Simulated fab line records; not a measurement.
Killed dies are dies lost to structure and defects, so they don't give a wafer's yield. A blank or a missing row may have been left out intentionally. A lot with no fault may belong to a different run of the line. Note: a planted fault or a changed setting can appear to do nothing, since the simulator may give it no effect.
Which tool is to blame? ; flow nandHarc ; 12 lots with 36 wafers sampled at 6 steps, on a route of 1159 steps

## WHAT THE GAUGES READ, wafer by wafer
NHARC_P_STI_OCD_MEAS_17. Usual: trenchDepthNm 301 nm, standard deviation 4.5; trenchFootCdNm 158.9 nm, standard deviation 2.3.
lot;measured;on;trenchDepthNm (nm);trenchFootCdNm (nm);flag
L357;day 2 11:53;ocd-02;296 303 297;158.7 160.8 163.4;
L359;day 2 20:48;ocd-02;303 301 301;158.8 158.1 159.5;
L360;day 3 06:45;ocd-01;296 307 299;160.9 160.1 156.8;
L363;day 3 23:56;ocd-02;296 300 295;156.0 162.5 160.6;
L366;day 4 22:02;ocd-02;308 304 304;158.0 158.7 158.8;
L372;day 6 08:49;ocd-01;300 300 296;151.7 157.8 159.6;
L374;day 6 14:30;ocd-02;299 305 298;159.9 153.6 156.4;
L375;day 7 00:19;ocd-01;293 302 297;155.6 158.6 161.0;
L377;day 7 12:07;ocd-01;294 299 300;158.4 160.6 157.5;
L378;day 7 23:47;ocd-02;307 298 306;154.6 162.1 161.2;
L379;day 7 23:50;ocd-01;308 301 300;157.6 163.5 160.8;
L380;day 8 08:02;ocd-01;300 306 296;157.9 159.3 158.6;

NHARC_P_STI_OCD_MEAS_43. Usual: trenchDepthNm 301 nm, standard deviation 4.4; trenchFootCdNm 158.9 nm, standard deviation 2.3.
lot;measured;on;trenchDepthNm (nm);trenchFootCdNm (nm);flag
L357;day 2 12:23;ocd-01;297 304 297;158.6 160.6 163.0;
L359;day 2 21:19;ocd-02;303 301 301;158.5 158.4 158.8;
L360;day 3 07:16;ocd-02;297 307 299;160.7 160.5 156.4;
L363;day 4 00:26;ocd-01;296 299 295;156.1 161.8 160.6;
L366;day 4 22:32;ocd-02;308 304 304;157.5 159.0 158.1;
L372;day 6 09:35;ocd-01;301 300 296;152.2 158.1 160.0;
L374;day 6 15:00;ocd-02;299 305 298;159.6 153.1 157.1;
L375;day 7 00:50;ocd-02;294 302 297;155.6 159.7 160.7;
L377;day 7 12:38;ocd-02;294 299 299;158.9 160.4 158.3;
L378;day 8 00:18;ocd-02;307 298 305;155.4 162.4 160.9;
L379;day 8 00:21;ocd-01;308 301 301;157.8 163.2 160.7;
L380;day 8 08:33;ocd-01;300 305 296;157.5 159.4 158.7;

NHARC_P_GATE_INSPECT_28. Usual: 6.3 for rawDefectCount, sd 3.
lot;measured;on;rawDefectCount;flag
L357;day 4 19:23;defectInspect-02;7 6 6;
L359;day 5 00:39;defectInspect-02;11 13 7;
L360;day 5 10:32;defectInspect-01;8 5 5;
L363;day 6 04:49;defectInspect-01;5 8 10;
L366;day 7 02:28;defectInspect-02;4 265 2;OFF
L372;day 8 14:43;defectInspect-02;10 4 8;
L374;day 8 20:55;defectInspect-01;10 12 9;
L375;day 9 08:44;defectInspect-02;4 3 4;
L377;day 9 13:42;defectInspect-02;9 11 6;
L378;day 10 06:53;defectInspect-02;6 4 2;
L379;day 10 07:14;defectInspect-02;1 8 6;
L380;day 10 06:35;defectInspect-02;7 10 4;

NHARC_END_SORT_01. Usual: killedAtArray 28, standard deviation 11; killedAtOther 0.7, standard deviation 1.1; killedAtPeriphery 2.9, standard deviation 2; killedDies 32, standard deviation 11; killedOpen 3.2, standard deviation 1.8; killedShort 2.0, standard deviation 1.4.
lot;measured;on;killedAtArray;killedAtOther;killedAtPeriphery;killedDies;killedOpen;killedShort;flag
L366;day 21 21:52;prober-01;49 42 40;1 0 1;2 50 3;52 92 44;1 5 3;2 1 2;OFF

## WHAT TOOL EACH LOT RAN ON (gives the tool, then ch and the chambers of the sampled wafers, and finally the start)
lot;NHARC_P_STI_ETCH_31;NHARC_P_STI_STRIP_24
L357;rieDiel-10 ch 1,2,3, day 2 11:53 or earlier;wetBench-05 ch 2,3,7, day 3 10:53
L359;rieDiel-10 ch 1,2,3, day 2 20:48 or earlier;wetBench-01 ch 1,6,7, day 3 16:48
L360;rieDiel-10 ch 1,3, day 3 06:45 or earlier;wetBench-07 ch 4,5,6, day 4 01:14
L363;rieDiel-02 ch 0,1,3, day 3 23:56 or earlier;wetBench-07 ch 1,2,6, day 4 18:26
L366;rieDiel-02 ch 0,2,3, day 4 22:02 or earlier;wetBench-01 ch 0,1,2, day 5 18:36
L372;rieDiel-09 ch 0,1,2, day 6 08:49 or earlier;wetBench-05 ch 4,6,7, day 7 03:49
L374;rieDiel-09 ch 1,2,3, day 6 14:30 or earlier;wetBench-07 ch 0,4,7, day 7 12:16
L375;rieDiel-02 ch 0,1, day 7 00:19 or earlier;wetBench-01 ch 0,2,4, day 8 01:04
L377;rieDiel-09 ch 2,3, day 7 12:07 or earlier;wetBench-05 ch 0,3,7, day 8 07:11
L378;rieDiel-09 ch 0,1, day 7 23:47 or earlier;wetBench-07 ch 0,4,7, day 8 21:51
L379;rieDiel-10 ch 0,1,3, day 7 23:50 or earlier;wetBench-01 ch 4,5,7, day 8 21:52
L380;rieDiel-09 ch 0,1,2, day 8 08:02 or earlier;wetBench-05 ch 1,4,7, day 9 02:28
- NHARC_P_STI_ETCH_31: etches the open film in CF4/CHF3, target depth 108.9 nm, time 54.5 s.
- NHARC_P_STI_STRIP_24: strips Si3N4 in H3PO4.

## AS READ BY THE TOOLS THEMSELVES (means over the sampled wafers that have a number; for cases with no such wafer, the mark the record gives instead)
NHARC_P_STI_ETCH_31. Usual: biasW 200.0 W, standard deviation 0.54; drypumpMotorCurrentA 5.9 A, standard deviation 0.31; mfcArSccm 0.009 sccm, standard deviation 0.0085; oesProductAu 0.962 a.u., standard deviation 0.015; rfVppV 371.0 V, standard deviation 2.4; showerheadPlenumPTorr 1.59 Torr, standard deviation 0.068; throttleValvePct 16.802 %, standard deviation 0.0094.
lot;tool;biasW (W);drypumpMotorCurrentA (A);mfcArSccm (sccm);oesProductAu (a.u.);rfVppV (V);showerheadPlenumPTorr (Torr);throttleValvePct (%);flag
L357;rieDiel-10;200.4;5.9;0.007;0.931;371.0;1.59;16.797;
L359;rieDiel-10;199.8;6.0;0.007;0.965;371.6;1.59;16.800;
L360;rieDiel-10;199.4;5.9;0.007;0.963;373.7;1.66;16.807;
L363;rieDiel-02;199.6;5.9;0.011;0.961;370.0;1.58;16.801;
L366;rieDiel-02;200.2;5.7;0.009;0.969;372.8;1.65;16.812;
L372;rieDiel-09;200.0;5.8;0.009;0.970;370.2;1.58;16.798;
L374;rieDiel-09;200.1;5.7;0.012;0.965;369.8;1.55;16.811;
L375;rieDiel-02;200.1;6.1;0.009;0.954;369.4;1.52;16.803;
L377;rieDiel-09;200.1;5.8;0.007;0.955;368.6;1.54;16.803;
L378;rieDiel-09;199.8;5.7;0.014;0.959;370.9;1.58;16.799;
L379;rieDiel-10;200.4;6.0;0.010;0.971;372.2;1.62;16.811;
L380;rieDiel-09;200.2;5.7;0.009;0.962;370.6;1.57;16.802;

## THE ANSWER, worked out from the rows above alone
Rule: a lot counts as off when the mean over its wafers that have a number is more than 3 standard deviations away from the usual mean. Also off: a lot with no number at a reading for which 4 or more lots have one. The other lots that the step has rows for count as sound. First the gauges in route order, then the tools' own readings, where a lot's mean is used as printed above. At the first step where some lot is off, the reading lying furthest off is the one used; lots without a number count as furthest.
Off at NHARC_P_GATE_INSPECT_28 (rawDefectCount): L366.
A tool fits if, at a process step before that reading, it ran every lot that is off, and no sound lot after the first of them. Not tried: the gauges at NHARC_P_GATE_INSPECT_28; whatever is off there is also off at NHARC_END_SORT_01, on other tools, and gauge error can't account for it. With no start given for some of its lots, NHARC_P_STI_ETCH_31 uses the hours and lot order of NHARC_P_STI_OCD_MEAS_17. No candidate that was tried fits.

## WHAT THE SIMULATOR HAD PUT IN
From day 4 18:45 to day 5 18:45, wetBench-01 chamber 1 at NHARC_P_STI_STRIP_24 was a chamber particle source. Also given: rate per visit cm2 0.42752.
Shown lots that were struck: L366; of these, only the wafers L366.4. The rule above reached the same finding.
